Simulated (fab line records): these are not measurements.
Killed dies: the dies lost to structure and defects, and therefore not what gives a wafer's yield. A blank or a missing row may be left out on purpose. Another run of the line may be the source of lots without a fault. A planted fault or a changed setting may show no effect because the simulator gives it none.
Comparing a struck lot with a sound one | flow n5Finfet | 41 out of 1938 route steps
Sound: the wafers L618.2, L618.3, L618.6. Struck: wafers L625.1, L625.2, L625.4. Last of all comes the cause.
Each step with rows lists, per side, the tool, then ch with its chambers, then its first start. Under that, the readings that differ: sound wafers | struck wafers | difference of the means | sigmas: that difference in standard deviations of wafers without a fault.
alike: same words and numbers on both sides, and readings whose means sit less than 2 such deviations apart. not compared: any withheld reading, any reading some wafer has no value for, any bound like >300 that may hide the same value, and any number with overlapping values for which the record gives no deviation.
The two part at a step that has a row with sigmas, a row that says differs or no value, or rows on one side only. Numbers that don't overlap but have no deviation are shown without sigmas and don't part them. A reading that every wafer of one side lacks parts them only if that side has two wafers or more.

first, 9 steps without rows for these wafers: N5_BEOL_M4_ANNEAL_95 (time 240 s); N5_BEOL_M4_SPUTTER_96 (material Cu, target thk 4.5 nm, time 8.29 s); N5_BEOL_M4_ECD_50 (material Cu, target thk 300 nm); N5_BEOL_M4_ANNEAL_51 (time 90 s); N5_BEOL_M4_CMP_52 (polishes, stops on SiOC, t overpolish 6.8 s, target thk 40 nm); N5_BEOL_M4_PRE_CLEAN_60 (time 15 s); N5_BEOL_M4_CO_CAP_55 (material Co, precursor CCTBA/H2, target thk 2 nm, time 102.1 s); N5_BEOL_M4_PRE_CLEAN_56 (time 15 s); N5_BEOL_M4_DEP_57 (deposits SiCN from 3MS/NH3, target thk 8 nm, time 14 s).
N5_BEOL_M4_RC_MEAS_101:
  sound on prober-01 ch 0, day 9 03:05; struck on prober-01 ch 0, day 11 17:09
reading        | sound          | struck         | difference | sigmas
IOFF_P (nA/um) | 0.17 0.18 0.17 | 0.24 0.25 0.28 | +0.08      | +2
SS_N (mV/dec)  | 70.6 70.0 70.1 | 72.3 72.4 72.4 | +2.1       | +3
VT_N (mV)      | 254 251 255    | 246 245 246    | -8         | -2
  alike: DIBL_N, DIBL_P, IOFF_N, ION_N, ION_P, SS_P, VT_P
then, 24 steps without rows for these wafers: N5_BEOL_M5_ILD_DEP_00 (deposits SiCOH lowk from DEMS/porogen, target thk 140.64 nm, time 25.9 s); N5_BEOL_M5_CURE_79 (cures SiCOH lowk, time 240 s); N5_BEOL_M5_PECVD_70 (deposits SiO2 from TEOS/O2, target thk 16 nm, time 18 s); N5_BEOL_M5_HM_DEP_02 (deposits TiN, target thk 20 nm); N5_BEOL_M5_COAT_59 (time 60 s, resist thk 60 nm); N5_BEOL_M5_COAT_60 (time 60 s, resist thk 12 nm); N5_BEOL_M5_COAT_71 (time 60 s, resist thk 5 nm); N5_BEOL_M5_COAT_05 (resist thk 30 nm); N5_BEOL_M5_EBR_07; N5_BEOL_M5_SOFTBAKE_06 (time 60 s); N5_BEOL_M5_EXPOSE_08 (exposes mask M5, target cd 28 nm); N5_BEOL_M5_PEB_09 (peb time 60 s); N5_BEOL_M5_DEVELOP_10 (develop time 30 s); N5_BEOL_M5_DESCUM_16 (chemistry O2, time 7 s); N5_BEOL_M5_ETCH_72 (etches underlayer in N2/H2, target depth 6.5 nm, time 5.2 s); N5_BEOL_M5_ETCH_61 (etches SiARC in CF4, target depth 15.6 nm, time 26 s); N5_BEOL_M5_ETCH_62 (etches SOC in N2/H2, target depth 75 nm, overetch 15 nm, time 112.5 s); N5_BEOL_M5_STRIP_63 (strips in N2/H2); N5_BEOL_M5_STRIP_73 (strips in N2/H2); N5_BEOL_M5_STRIP_64 (strips in CF4); N5_BEOL_M5_HM_OPEN_17 (chemistry Cl2/BCl3, target TiN, target depth 20 nm, overetch 6 nm); N5_BEOL_M5_STRIP_19 (strips in O2); N5_BEOL_M5_COAT_65 (time 60 s, resist thk 60 nm); N5_BEOL_M5_COAT_66 (time 60 s, resist thk 12 nm).
N5_BEOL_M9_STRIP_67: strips in CF4.
  sound on rieDiel-04 ch 1,2,3, day 11 04:31; struck on rieDiel-04 ch 0,1,3, day 13 08:55
  no value came back on the struck wafers for any of 7 readings (biasPowerW (W), cf4FlowSccm (sccm) and others); on the sound wafers biasPowerW (W) reads 75.29 75.17 74.94
reading                                   | sound | struck         | difference | sigmas
model.SiARC_of_BEOL_M9_COAT_60.thkNm (nm) | 0 0 0 | 23.4 23.6 23.6 | +23.5      | 
  not compared: rfHoursCounterH
N5_BEOL_M9_STRIP_19: strips in O2.
  sound on rieDiel-02 ch 1,2,3, day 11 04:46; struck on rieDiel-02 ch 0,1,2, day 13 09:06
reading                                 | sound | struck       | difference | sigmas
model.SOC_of_BEOL_M9_COAT_59.thkNm (nm) | 0 0 0 | 92.2 92 91.8 | +92.0      | 
  alike: chamberPressureMTorr, drypumpMotorCurrentA, oesProductAu, rfVppV, showerheadPlenumPTorr, throttleValvePct
  not compared: rfHoursCounterH
N5_BEOL_M9_ETCH_66: etches SOC in N2/H2, target depth 80 nm, overetch 16 nm, time 120 s.
  sound on rieDiel-04 ch 0,1,2, day 11 06:24; struck on rieDiel-03 ch 0,1,2, day 13 10:40
reading                 | sound             | struck            | difference | sigmas
oesProductAu (a.u.)     | 0.62 0.57 0.56    | 0.95 0.71 0.95    | +0.29      | +5
model.etch.depthNm (nm) | 60.21 59.92 60.03 | 98.22 95.22 97.24 | +36.84     | 
  alike: drypumpMotorCurrentA, rfVppV, showerheadPlenumPTorr, throttleValvePct
  not compared: rfHoursCounterH
N5_BEOL_M9_VIA_ETCH_34: etches SiCOH lowk in C4F6/O2, target depth 182.4 nm, time 68.4 s.
  sound on rieDiel-04 ch 0,1,2, day 11 06:30; struck on rieDiel-03 ch 0,1,2, day 13 10:46
reading             | sound          | struck         | difference | sigmas
oesProductAu (a.u.) | 0.81 0.73 0.73 | 0.35 0.27 0.36 | -0.43      | -5
  alike: drypumpMotorCurrentA, oes_o_777_au, rfVppV, showerheadPlenumPTorr, throttleValvePct
  not compared: rfHoursCounterH
N5_BEOL_M9_ETCH_41: etches SiCN in CH3F/O2, target depth 36.6 nm, time 70.1 s.
  sound on rieDiel-04 ch 0,1,2; struck on rieDiel-03 ch 0,1,2
reading                                   | sound | struck       | difference | sigmas
model.SiARC_of_BEOL_M9_COAT_60.thkNm (nm) | 0 0 0 | 12 12.2 12.2 | +12        | 
  alike: CH3F_flow_sccm, drypumpMotorCurrentA, oesProductAu, rfVppV, showerheadPlenumPTorr, throttleValvePct
  not compared: rfHoursCounterH
N5_BEOL_M9_OCD_MEAS_38:
  sound on ocd-02, day 11 06:46; struck on ocd-02, day 13 11:02
reading            | sound             | struck | difference                    | sigmas
trenchDepthNm (nm) | 150.1 148.3 145.7 | - - -  | no value on the struck wafers | 
-- record jumps: 3 days separate the struck wafers' starts on either side; left off in module BEOL_M9, taken up again in module PASSIVATION, whose first shown step is the route's number 1936 --
N5_PASSIVATION_PROBE_49:
  only the struck wafers here have rows in the record (prober-02, day 16 12:20); the sound ones have none

WHERE THEY PART
Earliest at N5_BEOL_M4_RC_MEAS_101; latest, in this record, at N5_PASSIVATION_PROBE_49.

WHY: what had been put in by the simulator
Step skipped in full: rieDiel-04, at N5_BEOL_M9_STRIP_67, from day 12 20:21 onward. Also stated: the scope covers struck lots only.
